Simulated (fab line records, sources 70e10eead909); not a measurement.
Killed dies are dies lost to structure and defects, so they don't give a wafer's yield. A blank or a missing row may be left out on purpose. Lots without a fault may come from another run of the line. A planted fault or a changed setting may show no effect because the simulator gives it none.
Chamber matching | flow nand_harc | NHARC_A_CONTACT_DEP_85 on pecvd-03: 3 sister chambers
The step deposits SiON, target thk 60 nm. 3 wafers are shown with their chamber, then 8 later ones without.

WAFERS WITH THEIR CHAMBER
wafer  | chamber | heater_power_w (W)
L086.4 | 2       | 790
L090.3 | 0       | 595
L091.1 | 1       | 713

WAFERS WITHOUT THEIR CHAMBER
wafer  | heater_power_w (W)
L091.3 | 866
L091.4 | 727
L088.2 | 620
L088.3 | 797
L088.5 | 845
L097.1 | 778
L097.4 | 781
L097.5 | 720

WHICH CHAMBER EACH WENT THROUGH
wafer  | from the rows above     | in truth
L091.3 | 2                       | 2
L091.4 | can't be placed: 1 or 2 | 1
L088.2 | can't be placed: 0 or 1 | 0
L088.3 | 2                       | 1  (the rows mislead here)
L088.5 | 2                       | 2
L097.1 | can't be placed: 2 or 1 | 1
L097.4 | can't be placed: 2 or 1 | 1
L097.5 | can't be placed: 1 or 2 | 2
Placed correctly: 2 of 8. Can't be placed from these rows: 5 (the true chamber is among the candidates in 5). Placed wrongly: 1.
How it was worked out, from the rows above alone: a wafer's distance from a chamber is the root of the sum, over the readings, of the square of ((its reading less the chamber's mean) divided by the reading's scatter). The wafer belongs to the nearest chamber; if the next one is less than 2 further off, it can't be placed. A chamber's mean is the mean of its shown wafers. The scatter: with one shown wafer a chamber, the root of the mean of the squares of how far each hidden wafer lies from its nearest shown one.
